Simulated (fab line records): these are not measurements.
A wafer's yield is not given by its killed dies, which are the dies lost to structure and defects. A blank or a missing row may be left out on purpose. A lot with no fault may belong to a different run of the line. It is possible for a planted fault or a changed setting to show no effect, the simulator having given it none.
Tool commonality check + flow nandHarc + Sample size 11 lots and 33 wafers

WHY THIS WAS OPENED
On 2 of the 11 lots, a flag is raised at NHARC_P_ZERO_WELL_CD_MEAS_11 on the reading cdNm. No-fault wafers: 501.7 nm, standard deviation 1.8.
Rule: flag the lot when none of its wafers has a number, or when each of its wafers that has one lies beyond 4 standard deviations from that mean. The other lots count as sound.

| lot  | measured    | on       | cdNm (nm), wafer by wafer | flag    |
|------|-------------|----------|---------------------------|---------|
| L891 | day 1 19:26 | cdSem-01 | 504.2 502.2 501.4         |         |
| L892 | day 2 01:14 | cdSem-03 | 499.9 501.4 502.0         |         |
| L893 | day 2 07:14 | cdSem-01 | 501.9 499.6 503.5         |         |
| L894 | day 2 13:14 | cdSem-02 | 500.5 502.4 504.7         |         |
| L896 | day 3 01:14 | cdSem-03 | 503.0 502.9 502.4         |         |
| L902 | day 4 13:22 | cdSem-01 | 490.8 489.7 489.5         | FLAGGED |
| L904 | day 5 01:10 | cdSem-02 | 492.1 490.7 492.2         | FLAGGED |
| L907 | day 5 19:51 | cdSem-02 | 502.3 501.3 502.3         |         |
| L908 | day 6 01:07 | cdSem-01 | 500.1 499.7 503.0         |         |
| L912 | day 7 01:14 | cdSem-02 | 504.1 500.7 501.9         |         |
| L913 | day 7 07:15 | cdSem-01 | 503.5 505.4 502.9         |         |
The numbers of the flagged lots are 490.8 nm on average: -10.9 nm against the usual, or -6 standard deviations.

TOOL THAT RAN EACH LOT
The record keeps 1 process step preceding the reading, out of 1159 steps on the route. Every cell lists first the tool, next ch and the chambers used by the sampled wafers, and last the start.
| lot  | flag    | NHARC_P_ZERO_WELL_SOFTBAKE_06   |
|------|---------|---------------------------------|
| L891 |         | lithoTrack-02 ch 0, day 1 19:00 |
| L892 |         | lithoTrack-07 ch 0, day 2 00:00 |
| L893 |         | lithoTrack-02 ch 0, day 2 06:00 |
| L894 |         | lithoTrack-02 ch 0, day 2 12:00 |
| L896 |         | lithoTrack-02 ch 0, day 3 00:00 |
| L902 | FLAGGED | lithoTrack-03 ch 0, day 4 12:00 |
| L904 | FLAGGED | lithoTrack-03 ch 0, day 5 00:00 |
| L907 |         | lithoTrack-02 ch 0, day 5 19:00 |
| L908 |         | lithoTrack-07 ch 0, day 6 00:00 |
| L912 |         | lithoTrack-07 ch 0, day 7 00:00 |
| L913 |         | lithoTrack-07 ch 0, day 7 06:00 |
What is done by these steps:
- NHARC_P_ZERO_WELL_SOFTBAKE_06: time 70 s.
- NHARC_P_ZERO_WELL_CD_MEAS_11: target cd 500 nm.

FLAGGED AGAINST TOTAL, ONE TOOL AT A TIME (gauges that did the reading follow at the end)
| step                          | tool          | lots run | flagged | share of the flagged lots | sound lots run after its first flagged lot |
|-------------------------------|---------------|----------|---------|---------------------------|--------------------------------------------|
| NHARC_P_ZERO_WELL_SOFTBAKE_06 | lithoTrack-02 | 5        | 0       | none                      | -                                          |
| NHARC_P_ZERO_WELL_SOFTBAKE_06 | lithoTrack-03 | 2        | 2       | all                       | 0                                          |
| NHARC_P_ZERO_WELL_SOFTBAKE_06 | lithoTrack-07 | 4        | 0       | none                      | -                                          |
| NHARC_P_ZERO_WELL_CD_MEAS_11  | cdSem-01      | 5        | 1       | some                      | 2 (L908,L913)                              |
| NHARC_P_ZERO_WELL_CD_MEAS_11  | cdSem-02      | 4        | 1       | some                      | 2 (L907,L912)                              |
| NHARC_P_ZERO_WELL_CD_MEAS_11  | cdSem-03      | 2        | 0       | none                      | -                                          |

WHAT IS ALLOWED BY THE TABLE
All flagged lots share 1 row of the table, namely lithoTrack-03 at NHARC_P_ZERO_WELL_SOFTBAKE_06.
- lithoTrack-03 at NHARC_P_ZERO_WELL_SOFTBAKE_06 ran 2 lots, 2 of them flagged. With no sound lot run before its first flagged lot in this sample, there is nothing to narrow down the start. Its own readings (heaterPowerTotalW) fall more than 4 standard deviations out on all wafers of the flagged lots.
lithoTrack-03 at NHARC_P_ZERO_WELL_SOFTBAKE_06 is the single tool remaining.

WHAT THE SIMULATOR HAD INSERTED
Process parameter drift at NHARC_P_ZERO_WELL_SOFTBAKE_06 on lithoTrack-03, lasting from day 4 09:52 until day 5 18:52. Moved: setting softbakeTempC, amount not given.
Shown lots that were struck: L902, L904. This agrees with what the rule above found.
